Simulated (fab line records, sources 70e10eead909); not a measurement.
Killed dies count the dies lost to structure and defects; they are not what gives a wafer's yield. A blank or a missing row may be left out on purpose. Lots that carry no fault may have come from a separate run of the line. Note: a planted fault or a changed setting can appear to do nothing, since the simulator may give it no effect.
Matching of chambers    flow nand harc    NHARC_A_WL_FILL_STRIP_29 on rie diel-08 has 4 sister chambers
The step strips in O2, time 20 s. 8 wafers are shown with their chamber, then 8 later ones without.

== WAFERS PAIRED WITH THEIR CHAMBERS ==
wafer   chamber  showerhead plenum p Torr (Torr)  drypump motor current A (A)
L079.4  3        3.49                             4.96
L079.6  1        3.77                             5.84
L083.2  1        3.77                             5.83
L083.3  2        3.76                             5.46
L084.3  2        3.76                             5.48
L084.4  0        3.39                             5.52
L084.5  0        3.39                             5.52
L090.2  3        3.48                             4.96

== WAFERS MISSING THEIR CHAMBER ==
wafer   showerhead plenum p Torr (Torr)  drypump motor current A (A)
L090.3  3.39                             5.50
L090.6  3.48                             4.97
L092.2  3.48                             4.94
L092.5  3.76                             5.81
L092.6  3.48                             4.98
L097.3  3.76                             5.81
L097.5  3.48                             4.95
L097.6  3.76                             5.48

== THE CHAMBER EACH PASSED THROUGH ==
wafer   from the rows above  in truth
L090.3  0                    0
L090.6  3                    3
L092.2  3                    3
L092.5  1                    1
L092.6  3                    3
L097.3  1                    1
L097.5  3                    3
L097.6  2                    2
Correctly placed: 8 of 8. Number that these rows cannot place: 0. Placed wrongly: 0.
How it was worked out, from the rows above alone: a wafer's distance from a chamber is the root of the sum, over the readings, of the square of ((its reading less the chamber's mean) divided by the reading's scatter). The wafer belongs to the nearest chamber; if the next one is less than 2 further off, it can't be placed. The mean given for a chamber averages the wafers shown for that chamber. The scatter: the root of (the sum of the squares of (reading less its chamber's mean) over the shown wafers, divided by (wafers less chambers)).
